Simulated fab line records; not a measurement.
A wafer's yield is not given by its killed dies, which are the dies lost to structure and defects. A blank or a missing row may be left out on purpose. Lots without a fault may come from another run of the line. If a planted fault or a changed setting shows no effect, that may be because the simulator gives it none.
fab line records	flow n5Finfet
[record] lots = 7	wafers = 21	lastDay = 18
route steps=1938 shown WELL_APT@24 BEOL_M4@1111 PASSIVATION@1936
lots with no fault: from the same line, run without faults
startH: hours from the record's opening day to when the first of the lot's shown wafers began	waitH: time in hours since the lot's previous step	" repeats the value in the row above	L1.1+2: a single row standing in for several wafers	- no value, or no start was given	* or withheld: withheld	< > ~ a bound
route shown NAME@n: NAME is a module with steps in the file, n the number in the route of the first one	usual: mean/standard deviation taken from wafers without a fault	same: alike in all rows	chamber/n: place in a boat	sites: per-site readings	_std_site: their standard deviation	_edge_site: inner sites' mean taken away from outer sites' mean	radiusMm: for every site, how far away it sits from the centre of the wafer	mask NAME#n: copy n	behind: the most recent tool/chamber to have shaped the wafer	hold: reason for holding the lot/hours on hold/outcome of the hold	device: the transistor (n, p or np) that didn't switch	end of line: tests run on the same wafers once the route is complete	step lacking rows: just its recipe	killed: at the first sort, the dies lost to defects and structure; wafer yield is something else	map: a wafer's dies, marking killed ones x, the rest . and places with no die _
set.NAME: the setting as run; set.NAME@STEP: as run at that earlier step	model.NAME: the simulator's own value behind a step, which no gauge read
lots seen at some steps along the route; tables by step, rows by wafer
services: when a tool's chamber went out of use (startH, in hours from the record's first day, below 0 if earlier), for how many hours, and the reason
[[steps]]
[step N5_WELL_APT_EXPOSE_05]
[recipe] maskId = NWELL	na = 0.8	sourceShape = conventional	sigmaOuter = 0.8	polarization = unpolarized	defocusNm = 0	targetCdNm = 200	doseMj = 20.3
[step N5_WELL_APT_PEB_06]
[recipe] pebTempC = 130	pebTimeS = 90
[step N5_WELL_APT_DEVELOP_07]
[recipe] developTimeS = 45	rinseLiquid = surfactantRinse	dry = airSpin	devTempC = 21
[step N5_WELL_APT_HARDBAKE_12]
[recipe] tempC = 130	timeS = 120
[step N5_WELL_APT_CD_MEAS_08]
[recipe] targetCdNm = 200	landingEnergyEv = 500	detector = seInlens
[usual] cdNm = 201.9/1.9
[same] landingEnergyEv = 500
lot.wafer	tool	chamber	startH	waitH	cdNm
L902.1	cdSem-03	0	50.32	-	199.6
L902.4	"	0	"	"	200.5
L902.5	"	0	"	"	202.5
L909.4	cdSem-01	0	91.57	-	204.5
L909.5	"	0	"	"	202.1
L909.6	"	0	"	"	199.1
L910.1	cdSem-03	0	97.56	-	203.6
L910.4	"	0	"	"	199.9
L910.5	"	0	"	"	198.7
L911.3	cdSem-01	0	103.69	-	202.7
L911.4	"	0	"	"	202.3
L911.6	"	0	"	"	203.3
L912.1	cdSem-03	0	109.69	-	202.2
L912.2	"	0	"	"	203.8
L912.4	"	0	"	"	205.1
L918.1	cdSem-03	0	145.89	-	201.2
L918.4	"	0	"	"	199.7
L918.6	"	0	"	"	198.0
L919.1	cdSem-03	0	151.81	-	200.0
L919.2	"	0	"	"	204.3
L919.4	"	0	"	"	202.9
[step N5_WELL_APT_OVL_MEAS_09]
[recipe] pointsPerWafer = 44
[usual] NWELL_OVL = -1/5
lot.wafer	tool	chamber	startH	waitH	NWELL_OVL[nm]
L902.1	overlay-01	0	50.35	0.0	-3
L902.4	"	0	"	"	0
L902.5	"	0	"	"	7
L909.4	overlay-02	0	91.59	0.0	-8
L909.5	"	0	"	"	-7
L909.6	"	0	"	"	-4
L910.1	overlay-01	0	97.59	0.0	-3
L910.4	"	0	"	"	-4
L910.5	"	0	"	"	3
L911.3	overlay-01	0	103.72	0.0	-7
L911.4	"	0	"	"	2
L911.6	"	0	"	"	7
L912.1	overlay-02	0	109.72	0.0	2
L912.2	"	0	"	"	-9
L912.4	"	0	"	"	-3
L918.1	overlay-01	0	145.93	0.0	-6
L918.4	"	0	"	"	-2
L918.6	"	0	"	"	-1
L919.1	overlay-01	0	151.84	0.0	6
L919.2	"	0	"	"	-2
L919.4	"	0	"	"	0
[step N5_WELL_APT_INSPECT_10]
[recipe] mode = adi	inspectInstrument = macro
[usual] rawDefectCount = 2.0/1.3
lot.wafer	tool	chamber	startH	waitH	rawDefectCount
L902.1	defectInspect-02	-	50.37	0.0	3
L902.4	"	-	"	"	4
L902.5	"	-	"	"	3
L909.4	defectInspect-02	-	91.62	0.0	2
L909.5	"	-	"	"	3
L909.6	"	-	"	"	0
L910.1	defectInspect-01	-	97.62	0.0	0
L910.4	"	-	"	"	2
L910.5	"	-	"	"	3
L911.3	defectInspect-02	-	103.74	0.0	1
L911.4	"	-	"	"	1
L911.6	"	-	"	"	3
L912.1	defectInspect-02	-	109.74	0.0	0
L912.2	"	-	"	"	2
L912.4	"	-	"	"	3
L918.1	defectInspect-02	-	145.95	0.0	0
L918.4	"	-	"	"	2
L918.6	"	-	"	"	4
L919.1	defectInspect-02	-	151.86	0.0	6
L919.2	"	-	"	"	1
L919.4	"	-	"	"	2
[step N5_WELL_APT_DESCUM_13]
[recipe] chemistry = O2	timeS = 7.9	sourcePowerW = 50	biasPowerW = 20	pressureMtorr = 20	rfFrequencyHz = 2.712e+07	tempC = 40	o2FlowSccm = 225
[usual] drypumpMotorCurrentA = 5.64/0.26	oesProductAu = 0.80/0.1	rfVppV = 242.9/1.3	showerheadPlenumPTorr = 2.08/0.066	throttleValvePct = 20.38/0.18
lot.wafer	tool	chamber	startH	waitH	drypumpMotorCurrentA	oesProductAu	rfHoursCounterH	rfVppV	showerheadPlenumPTorr	throttleValvePct
L902.1	rieDiel-01	3	50.62	0.2	5.52	0.69	203	241.8	2.00	20.31
L902.4	"	3	"	"	5.50	0.70	-	241.6	2.00	20.31
L902.5	"	1	"	"	5.53	0.68	-	243.7	2.15	20.43
L909.4	rieDiel-01	2	91.65	0.0	5.85	0.79	99	242.9	2.06	20.46
L909.5	"	1	"	"	5.52	0.67	-	244.8	2.14	20.48
L909.6	"	0	"	"	5.71	0.87	-	242.0	2.05	20.43
L910.1	rieDiel-01	3	97.65	0.0	5.50	0.67	224	241.9	1.99	20.34
L910.4	"	1	"	"	5.52	0.66	231	244.7	2.14	20.48
L910.5	"	0	"	"	5.68	0.88	-	242.1	2.05	20.44
L911.3	rieDiel-01	3	103.78	0.0	5.54	0.67	225	242.7	1.99	20.34
L911.4	"	2	"	"	5.85	0.79	102	241.4	2.06	20.47
L911.6	"	1	"	"	5.47	0.67	-	244.2	2.14	20.50
L912.1	rieDiel-06	0	109.78	0.0	5.69	0.76	142	243.2	2.01	20.83
L912.2	"	3	"	"	5.25	0.87	44	242.8	2.03	20.56
L912.4	"	2	"	"	5.14	0.95	11	243.7	2.15	20.44
L918.1	rieDiel-02	1	145.98	0.0	5.58	0.99	4	244.2	2.21	19.90
L918.4	"	0	"	"	5.97	0.89	60	243.4	2.11	20.31
L918.6	"	0	"	"	5.97	0.88	-	243.1	2.11	20.32
L919.1	rieDiel-02	2	151.93	0.1	5.35	0.92	14	243.2	2.03	19.87
L919.2	"	0	"	"	5.99	0.87	62	244.8	2.11	20.32
L919.4	"	1	"	"	5.57	0.97	6	244.9	2.21	19.90
[step N5_WELL_APT_IMPLANT_14]
[recipe] species = P	energyKev = 160	doseCm2 = 1.5e+13	tiltDeg = 0	rotationDeg = 0
[step N5_WELL_APT_IMPLANT_15]
[recipe] species = As	energyKev = 25	doseCm2 = 1.5e+13	tiltDeg = 0	rotationDeg = 0
[step N5_WELL_APT_STRIP_16]
[recipe] chemistry = SPM	timeS = 900	tempC = 130	h2so4H2o2VolRatio = 4	dry = ipaMarangoni
[step N5_WELL_APT_HMDS_18]
[recipe] timeS = 60	tempC = 120
[step N5_WELL_APT_COAT_19]
[recipe] spinRpm = 1357	resistThkNm = 950
[usual] chillPlateTempC = 22.98/0.11	dispensePressureKPa = 51/4.6	resistLineTempC = 22.99/0.11	spinSpeedRpm = 1357.1/0.8
lot.wafer	tool	chamber	startH	waitH	chillPlateTempC	dispensePressureKPa	resistLineTempC	spinSpeedRpm
L902.1	lithoTrack-05	0	51.39	-	23.11	55	22.97	1358.7
L902.4	"	0	"	"	22.95	55	23.18	1357.2
L902.5	"	0	"	"	23.03	55	22.94	1357.5
L909.4	lithoTrack-05	0	92.42	-	23.04	55	22.74	1357.1
L909.5	"	0	"	"	22.98	55	22.93	1356.4
L909.6	"	0	"	"	23.12	55	23.03	1355.7
L910.1	lithoTrack-04	-	98.41	-	-	-	-	-
L910.4	"	-	"	"	-	-	-	-
L910.5	"	-	"	"	-	-	-	-
L911.3	lithoTrack-05	-	104.56	-	-	-	-	-
L911.4	"	-	"	"	-	-	-	-
L911.6	"	-	"	"	-	-	-	-
L912.1	lithoTrack-02	-	110.54	-	-	-	-	-
L912.2	"	-	"	"	-	-	-	-
L912.4	"	-	"	"	-	-	-	-
L918.1	lithoTrack-05	0	146.77	-	22.84	55	22.91	1357.8
L918.4	"	0	"	"	22.83	55	22.89	1356.3
L918.6	"	0	"	"	22.76	55	22.88	1356.9
L919.1	lithoTrack-05	0	152.69	-	23.22	55	23.04	1357.1
L919.2	"	0	"	"	22.99	55	22.95	1357.3
L919.4	"	0	"	"	23.08	55	22.92	1357.6
[step N5_WELL_APT_EBR_21]
[recipe] solvent = PGMEA	ebrWidthMm = 1.5
[step N5_WELL_APT_SOFTBAKE_20]
[recipe] tempC = 130	timeS = 60
[step N5_WELL_APT_EXPOSE_22]
[recipe] maskId = PWELL	na = 0.8	sourceShape = conventional	sigmaOuter = 0.8	polarization = unpolarized	defocusNm = 0	targetCdNm = 200	doseMj = 23.2
[step N5_WELL_APT_PEB_23]
[recipe] pebTempC = 130	pebTimeS = 90
[step N5_WELL_APT_DEVELOP_24]
[recipe] developTimeS = 45	rinseLiquid = surfactantRinse	dry = airSpin	devTempC = 21
[step N5_WELL_APT_HARDBAKE_29]
[recipe] tempC = 130	timeS = 120
[step N5_WELL_APT_CD_MEAS_25]
[recipe] targetCdNm = 200	landingEnergyEv = 500	detector = seInlens
[usual] cdNm = 200.5/2.3
[same] landingEnergyEv = 500
lot.wafer	tool	chamber	startH	waitH	cdNm
L902.1	cdSem-03	0	51.79	-	201.4
L902.4	"	0	"	"	203.4
L902.5	"	0	"	"	203.7
L909.4	cdSem-03	0	92.69	-	200.5
L909.5	"	0	"	"	197.8
L909.6	"	0	"	"	197.1
L910.1	cdSem-02	0	98.68	-	-
L910.4	"	0	"	"	-
L910.5	"	0	"	"	-
L911.3	cdSem-02	0	104.83	-	-
L911.4	"	0	"	"	-
L911.6	"	0	"	"	-
L912.1	cdSem-02	0	110.93	-	-
L912.2	"	0	"	"	-
L912.4	"	0	"	"	-
L918.1	cdSem-03	0	147.16	-	199.4
L918.4	"	0	"	"	199.4
L918.6	"	0	"	"	201.2
L919.1	cdSem-01	0	153.08	-	197.6
L919.2	"	0	"	"	201.4
L919.4	"	0	"	"	197.0
[step N5_WELL_APT_OVL_MEAS_26]
[recipe] pointsPerWafer = 44
[usual] PWELL_OVL = -3/5.2
lot.wafer	tool	chamber	startH	waitH	PWELL_OVL[nm]
L902.1	overlay-01	0	51.82	0.0	2
L902.4	"	0	"	"	5
L902.5	"	0	"	"	4
L909.4	overlay-01	0	92.72	0.0	-12
L909.5	"	0	"	"	-7
L909.6	"	0	"	"	-7
L910.1	overlay-02	0	98.71	0.0	-
L910.4	"	0	"	"	-
L910.5	"	0	"	"	-
L911.3	overlay-01	0	104.85	0.0	-
L911.4	"	0	"	"	-
L911.6	"	0	"	"	-
L912.1	overlay-01	0	110.96	0.0	-
L912.2	"	0	"	"	-
L912.4	"	0	"	"	-
L918.1	overlay-02	0	147.19	0.0	-2
L918.4	"	0	"	"	-1
L918.6	"	0	"	"	-9
L919.1	overlay-01	0	153.11	0.0	0
L919.2	"	0	"	"	-1
L919.4	"	0	"	"	-12
[step N5_BEOL_M4_RC_MEAS_101]
[usual] DIBL_N = 36.2/2.2	DIBL_P = 36.1/2.8	IOFF_N = 0.16/0.041	IOFF_P = 0.21/0.047	ION_N = 676/16	ION_P = 463/11	SS_N = 71.6/0.78	SS_P = 73.3/0.86	VT_N = 249/3.8	VT_P = -251/3.9
lot.wafer	tool	chamber	startH	waitH	DIBL_N[mV/V]	DIBL_P[mV/V]	IOFF_N[nA/um]	IOFF_P[nA/um]	ION_N[uA/um]	ION_P[uA/um]	SS_N[mV/dec]	SS_P[mV/dec]	VT_N[mV]	VT_P[mV]
L902.1	prober-02	0	214.53	0.0	41.1	39.0	0.24	0.24	683	458	72.5	74.5	246	-249
L902.4	"	0	"	"	35.3	33.0	0.12	0.15	665	458	70.8	73.1	254	-255
L902.5	"	0	"	"	36.9	35.5	0.15	0.19	664	454	71.5	73.7	248	-251
L909.4	prober-01	0	246.68	0.5	33.6	33.9	0.12	0.17	652	455	70.9	72.7	253	-253
L909.5	"	0	"	"	34.9	34.7	0.14	0.18	670	461	71.4	72.9	250	-253
L909.6	"	0	"	"	36.7	36.1	0.17	0.20	668	455	71.7	73.5	251	-253
L919.1	prober-01	0	312.82	0.0	33.5	33.0	0.11	0.15	648	444	71.0	72.5	255	-256
L919.2	"	0	"	"	35.4	35.7	0.14	0.19	674	462	71.1	73.4	251	-252
L919.4	"	0	"	"	34.4	33.9	0.13	0.16	670	462	71.0	72.6	252	-251
L918.1	prober-02	0	316.31	0.0	38.7	38.0	0.18	0.22	680	455	71.5	73.2	248	-252
L918.4	"	0	"	"	39.2	38.6	0.19	0.23	674	455	72.0	73.8	247	-251
L918.6	"	0	"	"	38.2	37.7	0.19	0.21	699	463	71.2	73.4	244	-252
[step N5_PASSIVATION_PROBE_49]
[usual] defectLimitedYield = 91.4/1.4	killed_at_M0_to_M3 = 33/10	killed_at_M4_up = 14/6.1	killedAtContacts = 14/6.1	killedAtFrontEnd = 38/9.7	killedAtOther = 3.1/2.9	killedDies = 102/17	killedOnRim = 14/4.1	killedOpen = 67/13	killedShort = 32/8	sort_bin_5_function = 5.1/0.94	sort_bin_6_memory = 3.2/0.68	sort_bin_8_speed = 0.02/0.17	sortNPass = 1078/17	sortYieldPct = 91.3/1.5
[same] grossDies = 1180	killedAtBackSide = 0	sort_bin_4_leakage[%] = 0
lot.wafer	tool	chamber	startH	waitH	defectLimitedYield[%]	killed_at_M0_to_M3	killed_at_M4_up	killedAtContacts	killedAtFrontEnd	killedAtOther	killedDies	killedOnRim	killedOpen	killedShort	sort_bin_5_function[%]	sort_bin_6_memory[%]	sort_bin_8_speed[%]	sortNPass	sortYieldPct[%]
L910.1	prober-01	-	376.13	0.0	0	34	13	23	1105	5	1180	152	76	36	96.5	3.3	0	0	0
L910.4	prober-01	-	376.28	0.2	0	26	18	14	1122	0	1180	152	75	25	96.4	3.5	0	0	0
L910.5	prober-01	-	376.33	0.2	0	33	12	18	1110	7	1180	152	66	35	96.0	3.6	0	0	0
L911.3	prober-02	-	376.82	0.1	0	47	7	8	1113	5	1180	152	64	28	97.4	2.4	0	0	0
L911.4	prober-02	-	376.87	0.2	0	38	14	9	1112	7	1180	152	66	41	96.4	3.0	0	0	0
L911.6	prober-02	-	376.97	0.3	0	48	17	5	1107	3	1180	152	67	42	95.5	4.1	0	0	0
L912.1	prober-02	-	390.20	0.0	0	27	26	5	1118	4	1180	152	63	28	96.8	2.8	0	0	0
L912.2	prober-02	-	390.25	0.1	0	35	21	5	1117	2	1180	152	58	32	96.7	3.1	0	0	0
L912.4	prober-02	-	390.35	0.2	0	21	15	5	1137	2	1180	152	50	24	97.8	2.2	0	0	0
L919.1	prober-02	-	424.95	0.0	91.4	30	14	21	35	1	101	10	62	38	5.4	2.9	0	1079	91.4
L919.2	prober-02	-	425.00	0.1	91.6	36	18	17	28	0	99	14	72	19	4.6	3.1	0	1081	91.6
L919.4	prober-02	-	425.10	0.2	91.0	33	19	11	39	4	106	15	67	39	5.6	3.0	0	1074	91.0
// killed by level:class
L910.1 WELL_APT:areaExpose=1067 MOL_CONTACT_COAG:geometricParticle:open=17 STI_FIN_REVEAL:geometricParticle:open=11 BEOL_M0_SAQP:geometricParticle:short=11 FIN_SAQP:geometricParticle:open=9 BEOL_M2:geometricParticle:open=8 BEOL_M0_SAQP:geometricParticle:open=7 MOL_CONTACT_COAG:geometricParticle:short=6
L910.4 WELL_APT:areaExpose=1078 STI_FIN_REVEAL:geometricParticle:open=14 MOL_CONTACT_COAG:geometricParticle:open=13 FIN_SAQP:geometricParticle:open=8 BEOL_M4:geometricParticle:open=8 GATE_CUT:geometricParticle:short=5 BEOL_M1:geometricParticle:open=5 BEOL_M0_SAQP:geometricParticle:open=4
L910.5 WELL_APT:areaExpose=1078 MOL_CONTACT_COAG:geometricParticle:open=13 BEOL_M2:geometricParticle:open=8 BEOL_M0_SAQP:geometricParticle:open=7 FIN_SAQP:geometricParticle:open=6 BEOL_M1:geometricParticle:open=5 FIN_SAQP:geometricParticle:short=5 MOL_CONTACT_COAG:geometricParticle:short=5
L911.3 WELL_APT:areaExpose=1085 BEOL_M2:geometricParticle:open=13 FIN_SAQP:geometricParticle:short=11 BEOL_M0_SAQP:geometricParticle:open=10 MOL_CONTACT_COAG:geometricParticle:open=7 BEOL_M3:geometricParticle:open=6 FIN_SAQP:geometricParticle:open=5 BEOL_M0_SAQP:geometricParticle:short=5
L911.4 WELL_APT:areaExpose=1073 BEOL_M0_SAQP:geometricParticle:short=14 FIN_SAQP:geometricParticle:short=8 BEOL_M3:geometricParticle:open=8 FIN_SAQP:geometricParticle:open=7 MOL_CONTACT_COAG:geometricParticle:open=7 BEOL_M2:geometricParticle:open=6 DUMMY_GATE:geometricParticle:open=5
L911.6 WELL_APT:areaExpose=1068 BEOL_M0_SAQP:geometricParticle:open=14 BEOL_M2:geometricParticle:open=10 BEOL_M0_SAQP:geometricParticle:short=9 FIN_SAQP:geometricParticle:short=8 BEOL_M1:geometricParticle:open=6 BEOL_M4:geometricParticle:open=6 GATE_CUT:geometricParticle:short=5
L912.1 WELL_APT:areaExpose=1086 DUMMY_GATE:geometricParticle:open=10 BEOL_M4:geometricParticle:open=10 BEOL_M0_SAQP:geometricParticle:open=7 BEOL_M3:geometricParticle:open=5 BEOL_M3:geometricParticle:short=5 BEOL_M8:geometricParticle:open=5 GATE_CUT:geometricParticle:short=4
L912.2 WELL_APT:areaExpose=1089 BEOL_M4:geometricParticle:open=10 BEOL_M0_SAQP:geometricParticle:short=7 BEOL_M3:geometricParticle:open=7 BEOL_M0_SAQP:geometricParticle:open=6 FIN_SAQP:geometricParticle:short=5 BEOL_M4:geometricParticle:short=5 STI_FIN_REVEAL:geometricParticle:open=4
L912.4 WELL_APT:areaExpose=1104 DUMMY_GATE:geometricParticle:open=9 FIN_SAQP:geometricParticle:short=8 BEOL_M0_SAQP:geometricParticle:short=6 MOL_CONTACT_COAG:geometricParticle:open=5 BEOL_M0_SAQP:geometricParticle:open=5 BEOL_M0:geometricParticle:open=4 BEOL_M4:geometricParticle:open=4
L919.1 MOL_CONTACT_COAG:geometricParticle:open=17 FIN_SAQP:geometricParticle:short=8 BEOL_M4:geometricParticle:open=8 STI_FIN_REVEAL:geometricParticle:open=6 BEOL_M1:geometricParticle:open=6 BEOL_M1:geometricParticle:short=6 BEOL_M3:geometricParticle:open=5 STI_FIN_REVEAL:geometricParticle:short=4
L919.2 BEOL_M1:geometricParticle:open=17 MOL_CONTACT_COAG:geometricParticle:open=16 HKMG_FIN:areaEtch=7 FIN_SAQP:geometricParticle:open=5 BEOL_M0_SAQP:geometricParticle:short=5 BEOL_M5:geometricParticle:open=5 BEOL_M2:geometricParticle:open=4 BEOL_M4:geometricParticle:open=4
L919.4 FIN_SAQP:geometricParticle:open=18 BEOL_M1:geometricParticle:open=9 BEOL_M4:geometricParticle:short=8 MOL_CONTACT_COAG:geometricParticle:open=7 BEOL_M0:geometricParticle:open=6 FIN_SAQP:geometricParticle:short=5 BEOL_M0_SAQP:geometricParticle:short=5 BEOL_M0_SAQP:geometricParticle:open=5
// map L910.1 (x killed, . not)
_________________xxxxxxxxxxxx________________
______________xxxxxxxxxxxxxxxxxx_____________
___________xxxxxxxxxxxxxxxxxxxxxxxx__________
__________xxxxxxxxxxxxxxxxxxxxxxxxxx_________
________xxxxxxxxxxxxxxxxxxxxxxxxxxxxxx_______
_______xxxxxxxxxxxxxxxxxxxxxxxxxxxxxxxx______
______xxxxxxxxxxxxxxxxxxxxxxxxxxxxxxxxxx_____
_____xxxxxxxxxxxxxxxxxxxxxxxxxxxxxxxxxxxx____
____xxxxxxxxxxxxxxxxxxxxxxxxxxxxxxxxxxxxxx___
___xxxxxxxxxxxxxxxxxxxxxxxxxxxxxxxxxxxxxxxx__
___xxxxxxxxxxxxxxxxxxxxxxxxxxxxxxxxxxxxxxxx__
__xxxxxxxxxxxxxxxxxxxxxxxxxxxxxxxxxxxxxxxxxx_
__xxxxxxxxxxxxxxxxxxxxxxxxxxxxxxxxxxxxxxxxxx_
_xxxxxxxxxxxxxxxxxxxxxxxxxxxxxxxxxxxxxxxxxxxx
_xxxxxxxxxxxxxxxxxxxxxxxxxxxxxxxxxxxxxxxxxxxx
_xxxxxxxxxxxxxxxxxxxxxxxxxxxxxxxxxxxxxxxxxxxx
_xxxxxxxxxxxxxxxxxxxxxxxxxxxxxxxxxxxxxxxxxxxx
_xxxxxxxxxxxxxxxxxxxxxxxxxxxxxxxxxxxxxxxxxxxx
_xxxxxxxxxxxxxxxxxxxxxxxxxxxxxxxxxxxxxxxxxxxx
_xxxxxxxxxxxxxxxxxxxxxxxxxxxxxxxxxxxxxxxxxxxx
_xxxxxxxxxxxxxxxxxxxxxxxxxxxxxxxxxxxxxxxxxxxx
__xxxxxxxxxxxxxxxxxxxxxxxxxxxxxxxxxxxxxxxxxx_
__xxxxxxxxxxxxxxxxxxxxxxxxxxxxxxxxxxxxxxxxxx_
___xxxxxxxxxxxxxxxxxxxxxxxxxxxxxxxxxxxxxxxx__
___xxxxxxxxxxxxxxxxxxxxxxxxxxxxxxxxxxxxxxxx__
____xxxxxxxxxxxxxxxxxxxxxxxxxxxxxxxxxxxxxx___
_____xxxxxxxxxxxxxxxxxxxxxxxxxxxxxxxxxxxx____
______xxxxxxxxxxxxxxxxxxxxxxxxxxxxxxxxxx_____
_______xxxxxxxxxxxxxxxxxxxxxxxxxxxxxxxx______
________xxxxxxxxxxxxxxxxxxxxxxxxxxxxxx_______
__________xxxxxxxxxxxxxxxxxxxxxxxxxx_________
___________xxxxxxxxxxxxxxxxxxxxxxxx__________
______________xxxxxxxxxxxxxxxxxx_____________
_________________xxxxxxxxxxxx________________
// map L911.3 (x killed, . not)
_________________xxxxxxxxxxxx________________
______________xxxxxxxxxxxxxxxxxx_____________
___________xxxxxxxxxxxxxxxxxxxxxxxx__________
__________xxxxxxxxxxxxxxxxxxxxxxxxxx_________
________xxxxxxxxxxxxxxxxxxxxxxxxxxxxxx_______
_______xxxxxxxxxxxxxxxxxxxxxxxxxxxxxxxx______
______xxxxxxxxxxxxxxxxxxxxxxxxxxxxxxxxxx_____
_____xxxxxxxxxxxxxxxxxxxxxxxxxxxxxxxxxxxx____
____xxxxxxxxxxxxxxxxxxxxxxxxxxxxxxxxxxxxxx___
___xxxxxxxxxxxxxxxxxxxxxxxxxxxxxxxxxxxxxxxx__
___xxxxxxxxxxxxxxxxxxxxxxxxxxxxxxxxxxxxxxxx__
__xxxxxxxxxxxxxxxxxxxxxxxxxxxxxxxxxxxxxxxxxx_
__xxxxxxxxxxxxxxxxxxxxxxxxxxxxxxxxxxxxxxxxxx_
_xxxxxxxxxxxxxxxxxxxxxxxxxxxxxxxxxxxxxxxxxxxx
_xxxxxxxxxxxxxxxxxxxxxxxxxxxxxxxxxxxxxxxxxxxx
_xxxxxxxxxxxxxxxxxxxxxxxxxxxxxxxxxxxxxxxxxxxx
_xxxxxxxxxxxxxxxxxxxxxxxxxxxxxxxxxxxxxxxxxxxx
_xxxxxxxxxxxxxxxxxxxxxxxxxxxxxxxxxxxxxxxxxxxx
_xxxxxxxxxxxxxxxxxxxxxxxxxxxxxxxxxxxxxxxxxxxx
_xxxxxxxxxxxxxxxxxxxxxxxxxxxxxxxxxxxxxxxxxxxx
_xxxxxxxxxxxxxxxxxxxxxxxxxxxxxxxxxxxxxxxxxxxx
__xxxxxxxxxxxxxxxxxxxxxxxxxxxxxxxxxxxxxxxxxx_
__xxxxxxxxxxxxxxxxxxxxxxxxxxxxxxxxxxxxxxxxxx_
___xxxxxxxxxxxxxxxxxxxxxxxxxxxxxxxxxxxxxxxx__
___xxxxxxxxxxxxxxxxxxxxxxxxxxxxxxxxxxxxxxxx__
____xxxxxxxxxxxxxxxxxxxxxxxxxxxxxxxxxxxxxx___
_____xxxxxxxxxxxxxxxxxxxxxxxxxxxxxxxxxxxx____
______xxxxxxxxxxxxxxxxxxxxxxxxxxxxxxxxxx_____
_______xxxxxxxxxxxxxxxxxxxxxxxxxxxxxxxx______
________xxxxxxxxxxxxxxxxxxxxxxxxxxxxxx_______
__________xxxxxxxxxxxxxxxxxxxxxxxxxx_________
___________xxxxxxxxxxxxxxxxxxxxxxxx__________
______________xxxxxxxxxxxxxxxxxx_____________
_________________xxxxxxxxxxxx________________
[[services]]
tool	chamber	startH	hours	kind
rieDiel-06	2	27.65	-	clean
rieDiel-06	2	27.65	-	consumableReplace:focusRing
rieDiel-06	2	27.65	18.4	scheduledDown
rieDiel-01	3	29.36	3.0	repair
rieDiel-06	3	30.44	18.3	repair
rieDiel-02	-	35.94	0.7	repair
rieDiel-01	2	43.46	8.9	repair
rieDiel-06	1	43.71	4.5	repair
rieDiel-06	-	47.01	29.9	repair
rieDiel-02	0	54.26	6.2	repair
rieDiel-02	1	73.48	4.4	repair
rieDiel-01	-	76.56	0.5	repair
rieDiel-02	2	91.30	-	clean
rieDiel-02	2	91.30	-	consumableReplace:focusRing
rieDiel-02	2	91.30	27.5	scheduledDown
rieDiel-02	2	91.30	27.5	ventCycle
rieDiel-06	0	99.42	8.1	repair
rieDiel-02	1	118.99	-	clean
rieDiel-02	1	118.99	-	consumableReplace:focusRing
rieDiel-02	1	118.99	-	consumableReplace:showerhead
rieDiel-02	1	118.99	17.1	scheduledDown
rieDiel-02	1	118.99	17.1	ventCycle
rieDiel-06	-	140.11	2.3	repair
rieDiel-01	0	144.40	8.7	repair
[[key]]
[firstSign] step = N5_WELL_APT_COAT_19	reading = toolRecord	direction = missing
[effect] step = N5_WELL_APT_CD_MEAS_25	reading = cdNm	direction = missing
[effect] step = N5_WELL_APT_OVL_MEAS_26	reading = PWELL_OVL	direction = missing
[effect] step = N5_PASSIVATION_PROBE_49	reading = killedAtFrontEnd	direction = up	sigmas = 99+	usual = 38	struck = 1116
[moreKillsBornAt] N5_WELL_APT_EXPOSE_22@krfScanner-02 = 6449	N5_WELL_APT_EXPOSE_22@krfScanner-01 = 3279
metAt N5_WELL_APT_COAT_19
struckWafers L910.1,L910.4,L910.5,L911.3,L911.4,L911.6,L912.1,L912.2,L912.4
laterRowsLeftOut L910.1,L910.4,L910.5,L911.3,L911.4,L911.6,L912.1,L912.2,L912.4
onsetBetween 92.42 98.41
[fault] kind = skippedStepWhole	tool = lithoTrack-02,lithoTrack-04,lithoTrack-05	chamber = -	onsetH = 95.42	steps = N5_WELL_APT_COAT_19	scope = struckLotsOnly
// laterRowsLeftOut: the simulator's readings of these wafers behind a module that went badly wrong aren't trusted and aren't shown, but for the sort
